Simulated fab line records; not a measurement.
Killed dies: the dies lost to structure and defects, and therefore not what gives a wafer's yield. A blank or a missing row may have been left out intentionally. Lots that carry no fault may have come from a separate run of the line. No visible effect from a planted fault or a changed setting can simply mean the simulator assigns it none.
Matching of chambers    flow n5_finfet    4 sister chambers for N5_BEOL_M10_ETCH_62 on rie_diel-02
The step etches SOC in N2/H2, target depth 110 nm, overetch 22 nm, time 165 s. 20 wafers are shown with their chamber, then 10 later ones without.

WAFERS WITH THEIR CHAMBER
wafer   chamber  showerhead_plenum_p_Torr (Torr)  drypump_motor_current_A (A)  throttle_valve_pct (%)
L077.1  1        2.61                             6.0                          18.02
L077.2  2        2.68                             5.4                          17.27
L077.3  0        2.46                             5.7                          17.35
L076.1  2        2.68                             5.3                          17.27
L076.3  3        2.55                             5.8                          17.69
L076.5  0        2.46                             5.7                          17.40
L079.3  3        2.55                             5.8                          17.70
L079.5  2        2.68                             5.4                          17.28
L079.6  3        2.55                             5.8                          17.71
L080.3  1        2.61                             6.0                          18.02
L080.4  3        2.55                             5.8                          17.71
L080.6  2        2.68                             5.4                          17.30
L081.3  3        2.55                             5.8                          17.72
L081.4  1        2.61                             6.0                          18.02
L081.5  2        2.68                             5.3                          17.29
L089.1  3        2.54                             5.8                          17.76
L089.4  0        2.45                             5.7                          17.43
L089.6  3        2.54                             5.8                          17.75
L088.2  2        2.67                             5.4                          17.33
L088.5  2        2.67                             5.4                          17.32

SIGNATURES (means of the wafers above)
reading                   chamber 0  chamber 1  chamber 2  chamber 3  scatter within a chamber
showerhead_plenum_p_Torr  2.4567     2.6100     2.6771     2.5471     0.00469
drypump_motor_current_A   5.700      6.000      5.371      5.800      0.0299
throttle_valve_pct        17.3933    18.0200    17.2943    17.7200    0.0258
Rule: a wafer lies at a distance from a chamber equal to the root of the sum of squares, over the readings, of (its reading less the chamber's mean, divided by the reading's scatter). The wafer belongs to the nearest chamber; if the next one is less than 2 further off, it can't be placed. The scatter: take each reading less its chamber's mean, square it, sum over the shown wafers, divide by the number of wafers less the number of chambers, and take the root.

WAFERS WITHOUT THEIR CHAMBER
wafer   showerhead_plenum_p_Torr (Torr)  drypump_motor_current_A (A)  throttle_valve_pct (%)
L088.6  2.60                             6.0                          17.68
L090.2  2.67                             5.4                          17.33
L090.4  2.60                             6.0                          17.68
L090.5  2.60                             6.0                          17.70
L094.1  2.54                             5.8                          17.80
L094.4  2.44                             5.7                          17.43
L094.5  2.54                             5.8                          17.79
L092.4  2.44                             5.7                          17.44
L092.5  2.60                             6.0                          17.69
L092.6  2.67                             5.3                          17.35

EACH ONE'S CHAMBER
wafer   from the rows above      in truth
L088.6  can't be placed: 3 or 1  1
L090.2  2                        2
L090.4  can't be placed: 3 or 1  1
L090.5  can't be placed: 1 or 3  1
L094.1  3                        3
L094.4  0                        0
L094.5  3                        3
L092.4  0                        0
L092.5  can't be placed: 1 or 3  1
L092.6  2                        2
6 of 10 placed correctly. Cannot be placed on the basis of these rows: 4; the candidates contain the true chamber in 4. Wrongly placed: 0.
